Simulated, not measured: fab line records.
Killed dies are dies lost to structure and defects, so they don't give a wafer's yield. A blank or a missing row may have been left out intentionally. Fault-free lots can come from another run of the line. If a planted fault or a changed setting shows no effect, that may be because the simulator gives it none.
Lot-split experiment    flow n5_finfet    route with 1938 steps; 7 lots, 21 wafers read

## SPLIT DETAILS
At N5_BEOL_M4_COAT_62 (time 60 s, resist thk 12 nm), the setting spin_rpm was moved away from the recipe's 1500 rpm on 5 of the 21 wafers read, by -10.1% to +4.2%. For the rest of the wafers, this setting stayed at what the recipe calls for.

## FROM THE SPLIT TO THE READING: what the file shows between them, 4 steps
- N5_BEOL_M4_COAT_73: time 60 s, resist thk 5 nm
- N5_BEOL_M4_COAT_05: resist thk 30 nm
- N5_BEOL_M4_DESCUM_16: chemistry O2, time 7 s
- N5_BEOL_M4_ETCH_74: etches underlayer in N2/H2, target depth 6.5 nm, time 5.2 s

## THE READING
etch.depth_nm (the simulator's own value, which no gauge read), in nm, at N5_BEOL_M4_ETCH_63 (etches SiARC in CF4, target depth 15.6 nm, time 26 s). The file gives no usual value for it. The 16 wafers here that ran the recipe average 12.00 nm, standard deviation 0.025 nm.

wafer   tool, chamber at the split  spin_rpm as run, rpm  against the recipe  etch.depth_nm, nm  against lot-mates on the recipe
L084.3  litho_track-02, 0           1500                  recipe              12                 -
L084.4  litho_track-02, 0           1432                  -4.5%               12.25              +0.25
L084.5  litho_track-02, 0           1432                  -4.5%               12.28              +0.28
L086.3  litho_track-01, 0           1500                  recipe              12                 -
L086.5  litho_track-01, 0           1500                  recipe              12.05              -
L086.6  litho_track-01, 0           1500                  recipe              12.03              -
L089.1  litho_track-01, 0           1500                  recipe              11.97              -
L089.2  litho_track-01, 0           1500                  recipe              12                 -
L089.6  litho_track-01, 0           1563                  +4.2%               11.76              -0.22
L090.3  litho_track-01, 0           1500                  recipe              11.99              -
L090.4  litho_track-01, 0           1500                  recipe              12.01              -
L090.6  litho_track-01, 0           1349                  -10.1%              12.65              +0.65
L091.3  litho_track-01, 0           1500                  recipe              11.95              -
L091.4  litho_track-01, 0           1559                  +3.9%               11.76              -0.20
L091.6  litho_track-01, 0           1500                  recipe              11.97              -
L094.1  litho_track-01, 0           1500                  recipe              11.97              -
L094.2  litho_track-01, 0           1500                  recipe              12.01              -
L094.5  litho_track-01, 0           1500                  recipe              12.01              -
L097.1  litho_track-05, 0           1500                  recipe              12.03              -
L097.2  litho_track-05, 0           1500                  recipe              12.02              -
L097.6  litho_track-05, 0           1500                  recipe              12                 -

FIT RESULTS
A straight line over all 21 wafers: etch.depth_nm changes by -0.062 nm for each +1% of spin_rpm; r = -0.99; the points scatter about the line by 0.025 nm.
The same after taking each lot's own level away (the mean of its wafers on the recipe; 21 wafers): -0.0606 nm for each +1%; r = -0.99; scatter 0.02 nm.
The reading moves by 0.61 nm for the largest change in spin_rpm, on that fit.
Across the lots, their own levels run from 11.960 to 12.027 nm, a range of 2.6 times the standard deviation given above.
Hence the lot-to-lot level has little effect on the slope; both slopes agree.
Check: for one of the wafers moved furthest among these (-10.1%), held out of the fit, the line's prediction against its lot-mates is +0.563 nm. Against them it came out at +0.65 nm.

## THE OTHER SPLITS THESE WAFERS WENT THROUGH
These wafers also went through other splits before the reading. Each is held against what the fit with the lots' levels taken away leaves over:
other split on the same wafers    wafers away from the commonest value  r with etch.depth_nm (lot level and that fit taken away)
N5_BEOL_M1_TRENCH_ETCH_37 bias_w  6                                     -0.24
N5_BEOL_M4_ILD_DEP_00 time_s      7                                     +0.05

## THE FILE'S OWN FIT
etch.depth_nm changes by -0.0616 nm for each +1% of spin_rpm, r = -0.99.
